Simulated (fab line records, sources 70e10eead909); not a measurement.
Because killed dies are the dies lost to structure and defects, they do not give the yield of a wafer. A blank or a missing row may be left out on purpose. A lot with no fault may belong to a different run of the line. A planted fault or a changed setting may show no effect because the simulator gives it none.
Matching of chambers / flow nand_harc / 3 sister chambers for NHARC_P_CONTACT_DEP_30 on pecvd-02
The step deposits SiNx, target thk 30 nm. 6 wafers are shown with their chamber, then 7 later ones without.

## EACH WAFER AND ITS CHAMBER
wafer=L876.2; chamber=2; heater_power_w (W)=803
wafer=L877.1; chamber=2; heater_power_w (W)=833
wafer=L879.4; chamber=1; heater_power_w (W)=874
wafer=L879.5; chamber=0; heater_power_w (W)=750
wafer=L881.1; chamber=1; heater_power_w (W)=880
wafer=L881.3; chamber=0; heater_power_w (W)=704

## WAFERS WHOSE CHAMBER IS MISSING
wafer=L881.5; heater_power_w (W)=694
wafer=L882.2; heater_power_w (W)=738
wafer=L882.3; heater_power_w (W)=729
wafer=L882.5; heater_power_w (W)=739
wafer=L894.2; heater_power_w (W)=853
wafer=L894.3; heater_power_w (W)=681
wafer=L894.5; heater_power_w (W)=698

## WHICH CHAMBER EACH WENT THROUGH
wafer=L881.5; from the rows above=0; in truth=0
wafer=L882.2; from the rows above=0; in truth=0
wafer=L882.3; from the rows above=0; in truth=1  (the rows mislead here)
wafer=L882.5; from the rows above=0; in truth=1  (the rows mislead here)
wafer=L894.2; from the rows above=can't be placed: 1 or 2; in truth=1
wafer=L894.3; from the rows above=0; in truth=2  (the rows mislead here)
wafer=L894.5; from the rows above=0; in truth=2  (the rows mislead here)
Placed correctly: 2 of 7. Unplaceable from these rows: 1, with the true chamber sitting among the candidates in 1. Placed wrongly: 4.
How it was worked out, from the rows above alone: a wafer's distance from a chamber is the root of the sum, over the readings, of the square of ((its reading less the chamber's mean) divided by the reading's scatter). If the next closest chamber is less than 2 further off than the closest, the wafer can't be placed; otherwise it belongs to the closest. For every chamber, the mean is computed from those of its wafers that are shown. The scatter: take each reading less its chamber's mean, square it, sum over the shown wafers, divide by the number of wafers less the number of chambers, and take the root.
